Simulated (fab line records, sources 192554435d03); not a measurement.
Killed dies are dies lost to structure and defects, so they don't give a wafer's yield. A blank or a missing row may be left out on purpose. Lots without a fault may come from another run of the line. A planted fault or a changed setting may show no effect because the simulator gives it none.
fab line records | flow n5_finfet
record lots=6 wafers=17 last_day=18
route steps=1938 shown BEOL_M11@1567 PASSIVATION@1936
lots that met no fault: from a run of the same line without faults
start_h: hours from the record's first day to the start of the lot's first wafer shown | wait_h: hours since the lot's step before | " the same as in the row above | L1.1+2: a row that stands for several wafers | - no value, or no start given | * or withheld: withheld | < > ~ a bound
route shown NAME@n: a module of which the file shows steps, and the number in the route of the first | usual: mean/standard deviation of fault-free wafers | same: alike in all rows | chamber/n: place in a boat | sites: the reading at each site | _std_site: their standard deviation | _edge_site: outer sites' mean less inner sites' | radius_mm: how far each site lies from the wafer's centre | mask NAME#n: copy n | behind: the tool/chamber that last shaped the wafer | hold: why the lot was held/for how many hours/how that ended | device: the transistor (n, p or np) that didn't switch | end of line: the same wafers' tests at the end of the route | a step without rows: its recipe alone | killed: dies lost to structure and defects at the first sort, not the wafer's yield | map: a wafer's dies, x killed, . not, _ none there
set.NAME: the setting as run; set.NAME@STEP: as run at that earlier step | model.NAME: the simulator's own value behind a step, which no gauge read
lots at some steps of the route; a table a step, a row a wafer
services: from which hour (start_h, from the record's first day; less than 0 if before it) a tool's chamber was out of use, for how many hours, and why
## steps
# step N5_BEOL_M11_DEVELOP_27
# recipe develop_time_s=30 developer=TMAH resist=CAR-ArF rinse_liquid=diw dry=air_spin dev_temp_c=23
# step N5_BEOL_M11_CD_MEAS_28
# recipe target_cd_nm=70 landing_energy_ev=500 detector=se_inlens polarity=opening
# usual cd_nm=69.7/0.85
# columns lot.wafer tool chamber start_h wait_h cd_nm
L673.3 cd_sem-02 0 230.66 - 69.6
L673.4 " 0 " " 68.8
L673.6 " 0 " " 69.9
L675.3 cd_sem-01 0 236.73 - 70.1
L675.4 " 0 " " 70.5
L675.6 " 0 " " 70.3
L677.1 cd_sem-01 0 249.49 - 71.0
L677.4 " 0 " " 70.6
L677.5 " 0 " " 70.5
L676.2 cd_sem-02 0 249.66 - 71.4
L676.5 " 0 " " 70.1
L692.2 cd_sem-02 0 387.73 - 69.9
L692.3 " 0 " " 69.7
L692.6 " 0 " " 69.4
L694.1 cd_sem-01 0 387.90 - 67.4
L694.3 " 0 " " 70.0
L694.4 " 0 " " 69.4
# step N5_BEOL_M11_OVL_MEAS_29
# recipe points_per_wafer=44
# usual V10_OVL=-0.2/0.68
# columns lot.wafer tool chamber start_h wait_h V10_OVL[nm]
L673.3 overlay-01 0 230.69 0.0 0.1
L673.4 " 0 " " -0.7
L673.6 " 0 " " 0.1
L675.3 overlay-01 0 236.76 0.0 0.8
L675.4 " 0 " " -0.3
L675.6 " 0 " " -0.2
L677.1 overlay-01 0 249.52 0.0 -1.1
L677.4 " 0 " " -0.1
L677.5 " 0 " " -0.7
L676.2 overlay-01 0 249.69 0.0 1.1
L676.5 " 0 " " -0.4
L692.2 overlay-01 0 387.76 0.0 -0.6
L692.3 " 0 " " 0.7
L692.6 " 0 " " -0.4
L694.1 overlay-01 0 387.93 0.0 0.5
L694.3 " 0 " " -0.2
L694.4 " 0 " " -1.5
# step N5_BEOL_M11_INSPECT_30
# recipe mode=adi inspect_instrument=brightfield
# usual raw_defect_count=377/71
# columns lot.wafer tool chamber start_h wait_h raw_defect_count
L673.3 defect_inspect-01 - 230.71 0.0 298
L673.4 " - " " 338
L673.6 " - " " 452
L675.3 defect_inspect-01 - 236.79 0.0 360
L675.4 " - " " 503
L675.6 " - " " 556
L677.1 defect_inspect-02 - 249.55 0.0 296
L677.4 " - " " 274
L677.5 " - " " 285
L676.2 defect_inspect-01 - 249.72 0.0 412
L676.5 " - " " 300
L692.2 defect_inspect-02 - 387.79 0.0 468
L692.3 " - " " 321
L692.6 " - " " 431
L694.1 defect_inspect-01 - 387.95 0.0 347
L694.3 " - " " 280
L694.4 " - " " 419
# step N5_BEOL_M11_DESCUM_33
# recipe chemistry=O2 time_s=7.9 source_power_w=50 bias_power_w=20 pressure_mtorr=20 rf_frequency_hz=2.712e+07 temp_c=40 resist=CAR-ArF o2_flow_sccm=225
# usual drypump_motor_current_A=5.5/0.48 oes_product_au=0.77/0.069 rf_vpp_V=243.2/1.1 showerhead_plenum_p_Torr=2.10/0.054 temp_c=40.00/0.099 throttle_valve_pct=20.50/0.2
# columns lot.wafer tool chamber start_h wait_h drypump_motor_current_A oes_product_au rf_hours_counter_h rf_vpp_V showerhead_plenum_p_Torr temp_c throttle_valve_pct
L673.3 rie_diel-06 2 230.77 0.1 5.8 0.75 176 242.9 2.10 40.01 20.85
L673.4 " 3 " " 6.2 0.92 19 242.3 2.04 39.97 20.23
L673.6 " 1 " " 5.5 0.73 - 243.6 2.17 40.15 20.68
L675.3 rie_diel-04 3 236.96 0.2 5.3 0.82 69 242.9 2.14 39.85 20.53
L675.4 " 1 " " 6.1 0.74 184 242.6 2.19 39.85 20.46
L675.6 " 1 " " 6.1 0.74 - 245.9 2.19 39.95 20.45
L677.1 rie_diel-06 1 249.67 0.1 5.5 0.73 195 245.4 2.17 39.87 20.68
L677.4 " 1 " " 5.5 0.72 - 243.7 2.17 39.82 20.70
L677.5 " 3 " " 6.3 0.90 - 243.3 2.04 40.03 20.25
L676.2 rie_diel-06 3 250.13 0.4 6.3 0.90 25 243.0 2.04 39.93 20.23
L676.5 " 3 " " 6.3 0.90 - 243.4 2.04 39.85 20.25
L692.2 rie_diel-02 0 387.93 0.1 5.3 0.98 5 242.4 2.06 40.11 20.30
L692.3 " 2 " " 6.4 0.85 64 243.9 2.13 40.08 20.47
L692.6 " 2 " " 6.4 0.85 - 242.4 2.13 40.01 20.48
L694.1 rie_diel-04 0 388.23 0.3 5.1 0.74 149 243.3 2.08 40.23 20.42
L694.3 " 2 " " 5.0 0.79 132 241.9 2.01 40.13 20.61
L694.4 " 3 " " 5.3 0.77 109 244.0 2.13 39.91 20.60
# step N5_BEOL_M11_ETCH_65
# recipe chemistry=CF4 target=SiARC target_depth_a=390 mask_material=CAR-ArF time_s=65 ion_energy_ev=80 pressure_mtorr=40 source_w=545 bias_w=36 Ar_flow_sccm=100 cf4_flow_sccm=100 ends=cleared
# step N5_BEOL_M11_ETCH_66
# recipe chemistry=N2/H2 target=SOC target_depth_a=1200 overetch_a=240 mask_material=SiARC temp_c=40 time_s=180 ion_energy_ev=200 pressure_mtorr=30 source_w=840 bias_w=150 n2_flow_sccm=200 h2_flow_sccm=200
# usual drypump_motor_current_A=5.5/0.48 oes_product_au=0.62/0.051 rf_vpp_V=524.2/1.8 run_length_s=203.4/0.44 showerhead_plenum_p_Torr=2.55/0.061 temp_c=40.00/0.11 throttle_valve_pct=17.91/0.18
# columns lot.wafer tool chamber start_h wait_h drypump_motor_current_A oes_product_au rf_hours_counter_h rf_vpp_V run_length_s showerhead_plenum_p_Torr temp_c throttle_valve_pct
L673.3 rie_diel-06 2 230.86 0.0 5.8 0.60 176 524.1 203.0 2.53 40.04 18.17
L673.4 " 3 " " 6.3 0.73 19 523.0 203.3 2.51 40.18 17.80
L673.6 " 1 " " 5.5 0.59 - 526.0 203.4 2.63 39.83 18.03
L675.3 rie_diel-04 3 237.04 0.0 5.3 0.66 69 523.9 202.9 2.58 39.91 17.73
L675.4 " 1 " " 6.1 0.60 184 527.3 204.0 2.64 40.23 17.85
L675.6 " 1 " " 6.2 0.60 - 527.3 203.8 2.64 40.14 17.87
L677.1 rie_diel-06 1 249.76 0.0 5.5 0.59 195 526.3 203.4 2.63 39.98 18.06
L677.4 " 1 " " 5.5 0.59 - 526.8 203.0 2.63 39.90 18.06
L677.5 " 3 " " 6.3 0.72 - 523.4 203.7 2.51 39.77 17.83
L676.2 rie_diel-06 3 250.22 0.0 6.3 0.71 25 522.8 203.4 2.51 39.95 17.81
L676.5 " 3 " " 6.3 0.71 - 520.4 203.2 2.51 40.11 17.83
L692.2 rie_diel-02 0 388.01 0.0 5.3 0.78 5 523.3 203.6 2.50 40.08 17.86
L692.3 " 2 " " 6.4 0.69 64 524.6 202.9 2.58 40.08 17.79
L692.6 " 2 " " 6.4 0.68 - 524.8 202.6 2.58 40.14 17.76
L694.1 rie_diel-04 0 388.31 0.0 5.1 0.59 149 523.3 204.0 2.53 39.95 17.80
L694.3 " 2 " " 5.0 0.64 132 521.4 203.0 2.43 39.92 17.95
L694.4 " 3 " " 5.3 0.63 109 522.9 203.0 2.56 39.99 17.82
# step N5_BEOL_M11_STRIP_69
# recipe chemistry=N2/H2 temp_c=40 n2_flow_sccm=200 h2_flow_sccm=200 rf_frequency_hz=6e+07
# step N5_BEOL_M11_VIA_ETCH_34
# recipe chemistry=C4F6/O2 target=SiCOH_lowk target_depth_a=1845 mask_material=SOC taper_deg=4 time_s=69.2 ion_energy_ev=250 pressure_mtorr=30 source_w=345 bias_w=185 Ar_flow_sccm=300 C4F6_flow_sccm=10 O2_flow_sccm=10
# usual drypump_motor_current_A=5.5/0.48 oes_product_au=0.77/0.068 rf_vpp_V=665/11 run_length_s=92.6/0.46 showerhead_plenum_p_Torr=2.86/0.067 throttle_valve_pct=20.96/0.16
# columns lot.wafer tool chamber start_h wait_h drypump_motor_current_A oes_product_au rf_hours_counter_h rf_vpp_V run_length_s showerhead_plenum_p_Torr throttle_valve_pct
L673.3 rie_diel-06 2 230.98 0.0 5.8 0.74 176 671 91.8 2.82 21.14
L673.4 " 3 " " 6.2 0.92 19 661 93.3 2.80 20.81
L673.6 " 1 " " 5.5 0.73 - 660 92.8 2.95 21.14
L675.3 rie_diel-04 3 237.17 0.0 5.3 0.80 69 652 92.0 2.90 20.95
L675.4 " 1 " " 6.2 0.73 184 667 93.1 2.95 20.88
L675.6 " 1 " " 6.1 0.73 - 666 93.6 2.95 20.88
L677.1 rie_diel-06 1 249.88 0.0 5.5 0.74 195 661 92.3 2.94 21.13
L677.4 " 1 " " 5.5 0.73 - 660 92.3 2.94 21.14
L677.5 " 3 " " 6.3 0.89 - 661 92.5 2.80 20.82
L676.2 rie_diel-06 3 250.34 0.0 6.2 0.90 25 661 92.6 2.80 20.82
L676.5 " 3 " " 6.2 0.90 - 660 92.7 2.80 20.81
L692.2 rie_diel-02 0 388.14 0.0 5.3 0.96 5 660 92.8 2.79 20.72
L692.3 " 2 " " 6.4 0.85 64 670 91.8 2.91 21.04
L692.6 " 2 " " 6.4 0.85 - 669 91.9 2.91 21.04
L694.1 rie_diel-04 0 388.44 0.0 5.1 0.74 149 657 92.8 2.84 20.97
L694.3 " 2 " " 5.0 0.80 132 692 92.3 2.75 21.13
L694.4 " 3 " " 5.2 0.77 109 650 92.3 2.88 21.00
# step N5_BEOL_M11_STRIP_73
# recipe chemistry=C4F6/O2 resist=SiARC rf_frequency_hz=6e+07
# step N5_BEOL_M11_STRIP_36
# recipe chemistry=N2/H2 power_w=450 temp_c=40 pressure_mtorr=20 rf_frequency_hz=6e+07 overash_fraction=0.3 bias_power_w=7 h2_frac=0.5 n2_flow_sccm=200 h2_flow_sccm=200
# usual drypump_motor_current_A=5.5/0.48 oes_product_au=0.77/0.07 power_w=449.7/1.4 rf_vpp_V=59.1/1.8 showerhead_plenum_p_Torr=2.55/0.061 temp_c=40.01/0.11 throttle_valve_pct=23.77/0.23
# same overash_fraction=0.3
# columns lot.wafer tool chamber start_h wait_h drypump_motor_current_A oes_product_au power_w rf_hours_counter_h rf_vpp_V showerhead_plenum_p_Torr temp_c throttle_valve_pct
L673.3 rie_diel-06 2 231.05 0.0 5.8 0.75 447.7 176 58.4 2.52 39.98 24.12
L673.4 " 3 " " 6.2 0.93 449.2 19 61.6 2.51 40.05 23.91
L673.6 " 1 " " 5.5 0.73 448.5 - 58.0 2.62 39.87 23.86
L675.3 rie_diel-04 3 237.23 0.0 5.3 0.82 447.6 69 56.0 2.57 40.04 23.57
L675.4 " 1 " " 6.1 0.74 452.7 184 58.1 2.63 40.09 23.69
L675.6 " 1 " " 6.1 0.73 448.8 - 60.4 2.63 40.09 23.75
L677.1 rie_diel-06 1 249.94 0.0 5.5 0.74 448.0 195 62.0 2.62 40.01 23.90
L677.4 " 1 " " 5.5 0.74 451.6 - 57.1 2.62 39.96 23.86
L677.5 " 3 " " 6.3 0.91 450.9 - 59.1 2.50 40.13 23.89
L676.2 rie_diel-06 3 250.41 0.0 6.2 0.90 447.9 25 58.6 2.50 40.02 23.91
L676.5 " 3 " " 6.3 0.91 448.2 - 57.8 2.50 39.95 23.88
L692.2 rie_diel-02 0 388.20 0.0 5.3 0.96 446.3 5 59.9 2.50 39.99 23.88
L692.3 " 2 " " 6.4 0.85 449.7 64 60.3 2.57 39.98 23.64
L692.6 " 2 " " 6.4 0.86 448.7 - 59.2 2.57 40.10 23.63
L694.1 rie_diel-04 0 388.50 0.0 5.1 0.75 450.5 150 57.3 2.53 39.99 23.52
L694.3 " 2 " " 5.0 0.80 451.2 132 60.0 2.43 40.02 23.79
L694.4 " 3 " " 5.3 0.79 448.4 109 58.6 2.55 39.89 23.62
# step N5_BEOL_M11_TRENCH_ETCH_37
# recipe chemistry=C4F6/O2 target_depth_a=1488.3 target=SiCOH_lowk time_s=48 ion_energy_ev=250 pressure_mtorr=30 source_w=345 bias_w=185 Ar_flow_sccm=300 C4F6_flow_sccm=10 O2_flow_sccm=10
# step N5_BEOL_M11_ETCH_41
# recipe chemistry=CH3F/O2 target=SiCN target_depth_a=426 taper_deg=2 time_s=86 ion_energy_ev=120 mask_material=TiN pressure_mtorr=30 source_w=395 bias_w=75 Ar_flow_sccm=150 CH3F_flow_sccm=30 O2_flow_sccm=20
# usual drypump_motor_current_A=5.5/0.48 oes_product_au=0.77/0.068 rf_vpp_V=297.4/1.3 run_length_s=109.4/0.45 showerhead_plenum_p_Torr=2.01/0.05 throttle_valve_pct=16.38/0.16
# columns lot.wafer tool chamber start_h wait_h drypump_motor_current_A oes_product_au rf_hours_counter_h rf_vpp_V run_length_s showerhead_plenum_p_Torr throttle_valve_pct model.etch.depth_nm
L673.3 rie_diel-06 2 231.13 - 5.8 0.74 176 296.3 108.6 1.98 16.57 31.99
L673.4 " 3 " " 6.3 0.90 19 297.2 109.4 1.96 16.12 33.18
L673.6 " 1 " " 5.5 0.74 - 296.9 109.1 2.07 16.56 32.73
L675.3 rie_diel-04 3 237.31 - 5.3 0.81 69 298.3 109.1 2.04 16.31 32.7
L675.4 " 1 " " 6.1 0.74 184 298.7 110.0 2.08 16.34 32.55
L675.6 " 1 " " 6.1 0.74 - 297.3 110.2 2.08 16.32 32.59
L677.1 rie_diel-06 1 250.02 - 5.5 0.73 195 297.3 109.5 2.07 16.58 32.48
L677.4 " 1 " " 5.5 0.73 - 298.5 109.4 2.07 16.59 32.41
L677.5 " 3 " " 6.3 0.89 - 295.9 133.8 1.96 16.14 42.61
L676.2 rie_diel-06 3 250.49 - 6.3 0.90 25 296.1 133.8 1.96 16.13 42.98
L676.5 " 3 " " 6.3 0.89 - 295.2 133.7 1.96 16.13 42.58
L692.2 rie_diel-02 0 388.28 - 5.3 0.95 5 296.9 109.7 1.96 16.09 32.38
L692.3 " 2 " " 6.3 0.84 64 298.4 109.0 2.05 16.36 32.77
L692.6 " 2 " " 6.4 0.85 - 297.3 108.8 2.05 16.36 33.05
L694.1 rie_diel-04 0 388.58 - 5.1 0.75 150 298.5 109.7 2.00 16.38 32.83
L694.3 " 2 " " 5.0 0.80 132 296.3 109.2 1.93 16.51 32.97
L694.4 " 3 " " 5.3 0.76 109 297.5 108.8 2.03 16.39 32.01
# step N5_BEOL_M11_STRIP_77
# recipe chemistry=N2/H2 time_s=10 power_w=450 temp_c=40 pressure_mtorr=20 rf_frequency_hz=6e+07 bias_power_w=7 n2_flow_sccm=200 h2_flow_sccm=200
# usual drypump_motor_current_A=5.5/0.48 oes_product_au=0.77/0.07 rf_vpp_V=59.2/0.86 showerhead_plenum_p_Torr=2.55/0.061 temp_c=40.01/0.11 throttle_valve_pct=23.77/0.23
# columns lot.wafer tool chamber start_h wait_h drypump_motor_current_A oes_product_au rf_hours_counter_h rf_vpp_V showerhead_plenum_p_Torr temp_c throttle_valve_pct
L673.3 rie_diel-06 2 - - 5.8 0.74 176 61.6 2.52 39.82 24.09
L673.4 " 3 " " 6.3 0.92 19 60.0 2.50 39.84 23.89
L673.6 " 1 " " 5.5 0.73 - 59.5 2.62 40.17 23.86
L675.3 rie_diel-04 3 - - 5.3 0.82 69 59.6 2.57 39.80 23.57
L675.4 " 1 " " 6.2 0.73 184 59.5 2.63 40.05 23.74
L675.6 " 1 " " 6.1 0.73 - 60.3 2.63 40.05 23.74
L677.1 rie_diel-06 1 - - 5.5 0.73 195 60.1 2.62 39.88 23.87
L677.4 " 1 " " 5.5 0.74 - 59.7 2.62 40.06 23.89
L677.5 " 3 " " 6.3 0.90 - 59.5 2.50 40.17 23.89
L676.2 rie_diel-06 3 - - 6.3 0.91 25 57.9 2.50 40.07 23.87
L676.5 " 3 " " 6.3 0.90 - 57.7 2.50 40.07 23.87
L692.2 rie_diel-02 0 - - 5.3 0.98 5 59.6 2.50 40.31 23.89
L692.3 " 2 " " 6.3 0.86 64 58.8 2.57 40.05 23.63
L692.6 " 2 " " 6.4 0.85 - 59.8 2.57 39.97 23.63
L694.1 rie_diel-04 0 - - 5.1 0.74 150 60.1 2.53 40.07 23.54
L694.3 " 2 " " 5.0 0.79 132 57.9 2.43 39.98 23.76
L694.4 " 3 " " 5.2 0.77 109 60.5 2.55 40.03 23.63
# step N5_PASSIVATION_PROBE_49
# usual defect_limited_yield=91.3/1.7 killed_at_M0_to_M3=33/9.9 killed_at_M4_up=14/6.4 killed_at_contacts=12/7 killed_at_front_end=41/13 killed_at_other=3.1/2.9 killed_dies=103/20 killed_open=67/14 killed_short=34/9.4 sort_bin_5_function=5.1/1.1 sort_bin_6_memory=3.2/0.79 sort_bin_8_speed=0.02/0.15 sort_n_pass=1077/21 sort_yield_pct=91.2/1.7
# same gross_dies=1180 killed_at_back_side=0 sort_bin_4_leakage[%]=0
# columns lot.wafer tool chamber start_h wait_h defect_limited_yield[%] killed_at_M0_to_M3 killed_at_M4_up killed_at_contacts killed_at_front_end killed_at_other killed_dies killed_open killed_short sort_bin_5_function[%] sort_bin_6_memory[%] sort_bin_8_speed[%] sort_n_pass sort_yield_pct[%]
L677.1 prober-02 - 290.51 0.5 91.8 33 13 22 28 1 97 73 24 5.6 2.5 0 1083 91.8
L677.4 prober-02 - 290.66 0.7 90.8 33 14 12 42 7 108 73 35 5.5 3.6 0 1072 90.8
L677.5 prober-02 - 290.71 0.7 93.3 22 11 11 22 13 79 56 23 4.0 2.4 0 1101 93.3
L676.2 prober-01 - 291.35 0.1 90.9 43 7 9 48 0 107 62 44 5.4 3.3 0 1073 90.9
L676.5 prober-01 - 291.50 0.2 92.2 46 11 10 21 4 92 56 35 4.7 2.6 0 1088 92.2
L694.1 prober-01 - 437.68 0.0 92.0 25 16 10 42 1 94 68 24 5.6 2.3 0 1086 92.0
L694.3 prober-01 - 437.78 0.1 91.4 26 6 17 49 3 101 60 40 5.3 2.7 0 1079 91.4
L694.4 prober-01 - 437.83 0.2 92.0 23 17 8 43 3 94 68 26 4.7 3.0 0 1086 92.0
# killed by level:class
L677.1 MOL_CONTACT_COAG:geometric_particle:open=18 STI_FIN_REVEAL:geometric_particle:open=11 BEOL_M4:geometric_particle:open=9 BEOL_M3:geometric_particle:open=7 BEOL_M1:geometric_particle:open=7 BEOL_M0_SAQP:geometric_particle:open=6 BEOL_M0_SAQP:geometric_particle:short=4 MOL_CONTACT_COAG:geometric_particle:short=4
L677.4 FIN_SAQP:geometric_particle:short=14 STI_FIN_REVEAL:geometric_particle:open=10 MOL_CONTACT_COAG:geometric_particle:open=9 BEOL_M1:geometric_particle:open=8 BEOL_M2:geometric_particle:open=8 FIN_SAQP:geometric_particle:open=7 BEOL_M0_SAQP:geometric_particle:open=5 BEOL_M4:geometric_particle:open=5
L677.5 MOL_CONTACT_COAG:geometric_particle:open=11 BEOL_M4:geometric_particle:open=8 BEOL_M3:geometric_particle:open=7 BEOL_M1:geometric_particle:open=5 STI_FIN_REVEAL:geometric_particle:open=4 BEOL_M0_SAQP:geometric_particle:open=4 PASS1_CAP:geometric_particle:short=4 STARTING-WAFER:geometric_particle:open=4
L676.2 STI_FIN_REVEAL:geometric_particle:open=17 BEOL_M0_SAQP:geometric_particle:short=11 BEOL_M0_SAQP:geometric_particle:open=10 BEOL_M1:geometric_particle:open=9 DUMMY_GATE:geometric_particle:open=6 GATE_CUT:geometric_particle:short=6 MOL_CONTACT_COAG:geometric_particle:open=5 MOL_CONTACT_COAG:geometric_particle:short=4
L676.5 BEOL_M0_SAQP:geometric_particle:short=16 BEOL_M0_SAQP:geometric_particle:open=11 MOL_CONTACT_COAG:geometric_particle:open=8 BEOL_M3:geometric_particle:open=8 DUMMY_GATE:geometric_particle:open=6 BEOL_M1:geometric_particle:open=4 BEOL_M1:geometric_particle:short=3 BEOL_M6:geometric_particle:open=3
L694.1 FIN_SAQP:geometric_particle:open=16 FIN_SAQP:geometric_particle:short=9 STI_FIN_REVEAL:geometric_particle:open=9 MOL_CONTACT_COAG:geometric_particle:open=8 BEOL_M0_SAQP:geometric_particle:open=8 BEOL_M0_SAQP:geometric_particle:short=7 BEOL_M4:geometric_particle:open=6 BEOL_M2:geometric_particle:open=4
L694.3 MOL_CONTACT_COAG:geometric_particle:open=14 STI_FIN_REVEAL:geometric_particle:open=13 BEOL_M0_SAQP:geometric_particle:short=11 FIN_SAQP:geometric_particle:open=9 FIN_SAQP:geometric_particle:short=8 STARTING-WAFER:geometric_particle:short=5 DUMMY_GATE:geometric_particle:open=3 MOL_CONTACT_COAG:geometric_particle:short=3
L694.4 FIN_SAQP:geometric_particle:open=14 STI_FIN_REVEAL:geometric_particle:open=9 BEOL_M0:geometric_particle:open=6 MOL_CONTACT_COAG:geometric_particle:open=5 BEOL_M0_SAQP:geometric_particle:short=5 GATE_CUT:geometric_particle:short=4 BEOL_M0_SAQP:geometric_particle:open=4 BEOL_M1:geometric_particle:open=4
## services
# columns tool chamber start_h hours kind
rie_diel-06 3 235.37 2.3 repair
rie_diel-06 0 244.91 - clean
rie_diel-06 0 244.91 - consumable_replace:focus_ring
rie_diel-06 0 244.91 17.9 scheduled_down
rie_diel-06 0 244.91 17.9 vent_cycle
rie_diel-06 1 295.74 3.9 repair
rie_diel-06 1 303.97 8.4 repair
rie_diel-06 0 337.93 3.2 repair
rie_diel-04 3 342.35 3.4 repair
rie_diel-02 0 344.87 - clean
rie_diel-02 0 344.87 - consumable_replace:focus_ring
rie_diel-02 0 344.87 15.9 scheduled_down
rie_diel-02 0 344.87 15.9 vent_cycle
rie_diel-02 3 347.28 2.8 repair
rie_diel-04 0 359.94 1.7 repair
## key
first_sign step=N5_BEOL_M11_ETCH_41 reading=run_length_s direction=up sigmas=54 usual=* struck=*
effect none on later readings
model_effect step=N5_BEOL_M11_ETCH_41 value=etch.depth_nm without=33.25 struck=42.72
met_at N5_BEOL_M11_ETCH_41
struck_wafers L676.2,L676.5,L677.5
onset_between 231.13 250.02
fault kind=process_parameter_drift tool=rie_diel-06 chamber=- onset_h=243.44 steps=N5_BEOL_M11_ETCH_41 channel=time_s offset=* shape=step end_h=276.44 scope=struck_wafers_only acts_in=* stated=*
